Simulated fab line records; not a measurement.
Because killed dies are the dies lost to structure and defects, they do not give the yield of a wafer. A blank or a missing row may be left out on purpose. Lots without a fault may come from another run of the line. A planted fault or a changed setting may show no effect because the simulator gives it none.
Struck lot and sound lot, side by side	flow n5Finfet	15 steps out of a route of 1938
Sound: wafers L954.2, L954.4, L954.5. Wafers struck: L958.4, L958.5, L958.6. The cause comes at the end.
Order at every step that has rows: each side's tool, ch and its chambers, its first start. Under that, the readings that differ: sound wafers	struck wafers	difference of the means	sigmas: that difference in standard deviations of wafers without a fault.
alike: same words and numbers on both sides, and readings whose means sit less than 2 such deviations apart. not compared: any withheld reading, any reading some wafer has no value for, any bound like >300 that may hide the same value, and any number with overlapping values for which the record gives no deviation.
The two part at a step that has a row with sigmas, a row that says differs or no value, or rows on one side only. Non-overlapping numbers with no deviation appear without sigmas and do not part them. A reading missing from all wafers of one side parts the sides only when that side holds two or more wafers.

N5_MOL_CONTACT_COAG_ETCH_48: etches SiOC in C4F6/O2, target depth 15 nm, overetch 4.5 nm, time 17 s.
  sound on rieDiel-06 ch 1,3, day 6 09:08; struck on rieDiel-02 ch 1,2,3, day 7 10:53
  alike: C4F6_flow_sccm, drypumpMotorCurrentA, oesProductAu, rfVppV, showerheadPlenumPTorr, throttleValvePct
  not compared: rfHoursCounterH
N5_MOL_CONTACT_COAG_STRIP_72: strips in N2/H2.
  sound on rieDiel-06 ch 1,3, day 6 09:12; struck on rieDiel-02 ch 1,2,3, day 7 10:56
  alike: drypumpMotorCurrentA, oesProductAu, rfVppV, showerheadPlenumPTorr, throttleValvePct
  not compared: rfHoursCounterH
N5_MOL_CONTACT_COAG_STRIP_49: strips in N2/H2, time 30 s.
  sound on plasmaAsher-02 ch 0,1, day 6 09:17; struck on plasmaAsher-02 ch 0,1, day 7 11:01
  alike: drypumpMotorCurrentA, heaterPowerW
  not compared: rfHoursCounterH
then, 2 steps without rows for these wafers: N5_MOL_CONTACT_COAG_PRECLEAN_138 (cleans in alkaline clean, time 60 s); N5_MOL_CONTACT_COAG_SRD_139 (time 30 s).
N5_MOL_CONTACT_COAG_CD_MEAS_101: target cd 16 nm.
  sound: cdSem-03 at day 6 09:26; struck: cdSem-03 at day 7 11:08
  alike: cdNm
after that, 1 step had no rows for these wafers: N5_MOL_CONTACT_COAG_PRE_CLEAN_121.
N5_MOL_CONTACT_COAG_CVD_140: deposits W, target thk 66.5 nm, time 215 s.
  sound on cvdW-02 ch 0,1, day 6 09:34; struck on cvdW-01 ch 0, day 7 11:36
  alike: heaterPowerW
then, 2 steps without rows for these wafers: N5_MOL_CONTACT_COAG_PRECLEAN_127 (cleans in DIW, time 57.5 s); N5_MOL_CONTACT_COAG_SRD_128 (dry time 32 s).
N5_MOL_CONTACT_COAG_CMP_52: polishes, stops on SiO2, t overpolish 1.5 s, target thk 66.5 nm.
  sound on cmp-04 ch 0,2, day 6 09:53; struck on cmp-03 ch 0,1, day 7 11:58
  alike: motorCurrentA, overpolishRunS, timeToEndpointS
N5_MOL_CONTACT_COAG_THK_MEAS_53:
  sound: filmMetro-02 at day 6 10:10; struck: filmMetro-02 at day 7 12:13
  alike: VIA_MOL_THK
N5_MOL_CONTACT_COAG_ANNEAL_112: time 1800 s.
  sound on hpAnneal-01 ch 0, day 6 11:28; struck on hpAnneal-01 ch 0, day 7 14:35
reading	sound	struck	difference	sigmas
spikeTcBottomC (C)	423.9 424.5 424.4	414.3 413.9 413.6	-10.3	-9
spikeTcCentreC (C)	399.6 400.8 401.0	388.1 389.7 387.8	-11.9	-13
spikeTcLowerC (C)	400.0 400.3 400.4	387.6 389.1 389.6	-11.5	-12
spikeTcTopC (C)	426.4 425.7 426.7	416.0 416.3 415.3	-10.4	-10
spikeTcUpperC (C)	397.5 398.0 398.8	386.4 387.5 387.4	-11.0	-11
wafer_temp_C_max	401.4 401.2 401.6	390.1 390.6 391.2	-10.8	-24
zonePowerBottomPct (%)	14.60 15.05 14.67	14.17 14.34 14.31	-0.50	-3
zonePowerCentrePct (%)	9.00 9.06 8.93	8.51 8.59 8.64	-0.42	-5
zonePowerLowerPct (%)	8.09 8.21 8.20	7.99 8.12 7.81	-0.19	-2
zonePowerTopPct (%)	20.76 20.46 20.45	20.28 19.91 20.02	-0.49	-2
zonePowerUpperPct (%)	9.79 9.82 9.85	9.51 9.56 9.49	-0.30	-3
N5_MOL_CONTACT_COAG_INSPECT_97: inspects for defects (darkfield).
  sound: defectInspect-02 at day 6 14:32; struck: defectInspect-02 at day 7 17:40
  alike: rawDefectCount
-- a jump in the record: the struck wafers' starts before and after are 4 days apart (it breaks off in module MOL_CONTACT_COAG and resumes in module BEOL_M4, where the first step shown is number 1111 of the route) --
N5_BEOL_M4_RC_MEAS_101:
  sound on prober-01 ch 0, day 10 22:37; struck on prober-01 ch 0, day 11 07:29
reading	sound	struck	difference	sigmas
VT_P (mV)	-247 -247 -248	-256 -251 -256	-7	-2
  alike: DIBL_N, DIBL_P, IOFF_N, IOFF_P, ION_N, ION_P, SS_N, SS_P, VT_N

WHERE THEY PART
Earliest at N5_MOL_CONTACT_COAG_ANNEAL_112; latest, in this record, at N5_BEOL_M4_RC_MEAS_101.

WHY: whatever the simulator had introduced
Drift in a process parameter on hpAnneal-01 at N5_MOL_CONTACT_COAG_ANNEAL_112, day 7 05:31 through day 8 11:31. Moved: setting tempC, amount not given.
